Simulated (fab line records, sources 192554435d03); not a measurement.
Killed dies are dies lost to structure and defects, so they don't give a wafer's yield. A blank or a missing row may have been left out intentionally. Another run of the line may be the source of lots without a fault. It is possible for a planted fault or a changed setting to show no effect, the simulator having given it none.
Split-lot trial + flow n5Finfet + route with 1938 steps; 7 lots, 21 wafers read

ABOUT THE SPLIT
At N5_BEOL_M3_COAT_22 (resist thk 30 nm), the setting spinRpm was moved away from the recipe's 1500 rpm on 6 of the 21 wafers read, by -6.9% to +11.0%. The other wafers ran this setting at the recipe's value.

FROM THE SPLIT TO THE READING: what the file shows between them, 2 steps
- N5_BEOL_M3_EXPOSE_25: exposes mask V2, defocus 5 nm (also split here: doseMj)
- N5_BEOL_M3_PEB_26: peb time 60 s

THE READING
CAR-EUV_of_BEOL_M3_COAT_22.thkNm (the simulator's own value, which no gauge read), in nm, at N5_BEOL_M3_DEVELOP_27 (develop time 30 s). The file does not state a usual value for it. Here, 15 wafers ran the recipe; their average is 29.5 nm with a standard deviation of 0.11 nm.

| wafer  | tool, chamber at the split | spinRpm as run, rpm | against the recipe | CAR-EUV_of_BEOL_M3_COAT_22.thkNm, nm | against lot-mates on the recipe |
|--------|----------------------------|---------------------|--------------------|--------------------------------------|---------------------------------|
| L076.1 | lithoTrack-03, 0           | 1665                | +11.0%             | 28                                   | no lot-mate on the recipe       |
| L076.4 | lithoTrack-03, 0           | 1665                | +11.0%             | 28                                   | no lot-mate on the recipe       |
| L076.5 | lithoTrack-03, 0           | 1665                | +11.0%             | 28                                   | no lot-mate on the recipe       |
| L078.2 | lithoTrack-02, 0           | 1500                | recipe             | 29.6                                 | -                               |
| L078.5 | lithoTrack-02, 0           | 1500                | recipe             | 29.4                                 | -                               |
| L078.6 | lithoTrack-02, 0           | 1500                | recipe             | 29.4                                 | -                               |
| L079.2 | lithoTrack-03, 0           | 1500                | recipe             | 29.8                                 | -                               |
| L079.3 | lithoTrack-03, 0           | 1500                | recipe             | 29.6                                 | -                               |
| L079.5 | lithoTrack-03, 0           | 1500                | recipe             | 29.6                                 | -                               |
| L082.2 | lithoTrack-05, 0           | 1543                | +2.9%              | 29                                   | -0.6                            |
| L082.4 | lithoTrack-05, 0           | 1543                | +2.9%              | 29.2                                 | -0.4                            |
| L082.6 | lithoTrack-05, 0           | 1500                | recipe             | 29.6                                 | -                               |
| L086.1 | lithoTrack-05, 0           | 1500                | recipe             | 29.4                                 | -                               |
| L086.5 | lithoTrack-05, 0           | 1500                | recipe             | 29.6                                 | -                               |
| L086.6 | lithoTrack-05, 0           | 1500                | recipe             | 29.6                                 | -                               |
| L089.4 | lithoTrack-03, 0           | 1500                | recipe             | 29.6                                 | -                               |
| L089.6 | lithoTrack-03, 0           | 1500                | recipe             | 29.6                                 | -                               |
| L089.5 | lithoTrack-03, 0           | 1396                | -6.9%              | 30.6                                 | +1.0                            |
| L094.2 | lithoTrack-02, 0           | 1500                | recipe             | 29.4                                 | -                               |
| L094.3 | lithoTrack-02, 0           | 1500                | recipe             | 29.4                                 | -                               |
| L094.4 | lithoTrack-02, 0           | 1500                | recipe             | 29.6                                 | -                               |

THE FIT
A straight line over all 21 wafers: CAR-EUV_of_BEOL_M3_COAT_22.thkNm changes by -0.143 nm for each +1% of spinRpm; r = -0.99; the points scatter about the line by 0.11 nm.
The same after taking each lot's own level away (the mean of its wafers on the recipe; 18 wafers): -0.152 nm for each +1%; r = -0.96; scatter 0.092 nm.
According to that fit, moving spinRpm by its largest amount changes the reading by 1.7 nm.
From 29.47 to 29.67 nm: that is the span of the lots' own levels, equal to 1.7 times the standard deviation above.
Hence the lot-to-lot level has little effect on the slope; both slopes agree.
Check: for one of the wafers moved furthest among these (-6.9%), held out of the fit, the line's prediction against its lot-mates is +1.21 nm. Against them it came out at +1 nm.

ADDITIONAL SPLITS CARRIED BY THESE WAFERS
Note: prior to the reading, these wafers also went through further splits. Each is held against what the fit with the lots' levels taken away leaves over:
| other split on the same wafers | wafers away from the commonest value | r with CAR-EUV_of_BEOL_M3_COAT_22.thkNm (lot level and that fit taken away) |
|--------------------------------|--------------------------------------|-----------------------------------------------------------------------------|
| N5_BEOL_M1_ALD_98 tempC        | 7                                    | -0.19                                                                       |
| N5_BEOL_M2_COAT_67 spinRpm     | 4                                    | +0.22                                                                       |
| N5_BEOL_M2_COAT_22 spinRpm     | 6                                    | -0.25                                                                       |
| N5_BEOL_M2_DEP_57 timeS        | 4                                    | -0.03                                                                       |
| N5_BEOL_M3_EXPOSE_25 doseMj    | 7                                    | -0.21                                                                       |

THE WHOLE CHAIN: every reading that the file lists as answering this split, in the file's order
| step                  | what it does      | reading                                                                           | change (the file's fit)               | r (the file's) |
|-----------------------|-------------------|-----------------------------------------------------------------------------------|---------------------------------------|----------------|
| N5_BEOL_M3_COAT_22    | resist thk 30 nm  | CAR-EUV_of_BEOL_M3_COAT_22.thkNm (the simulator's own value, which no gauge read) | -0.168 nm for each +1% of the setting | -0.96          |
| N5_BEOL_M3_DEVELOP_27 | develop time 30 s | CAR-EUV_of_BEOL_M3_COAT_22.thkNm (the simulator's own value, which no gauge read) | -0.149 nm for each +1% of the setting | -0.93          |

FILE'S OWN FIT
CAR-EUV_of_BEOL_M3_COAT_22.thkNm changes by -0.149 nm for each +1% of spinRpm, r = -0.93.
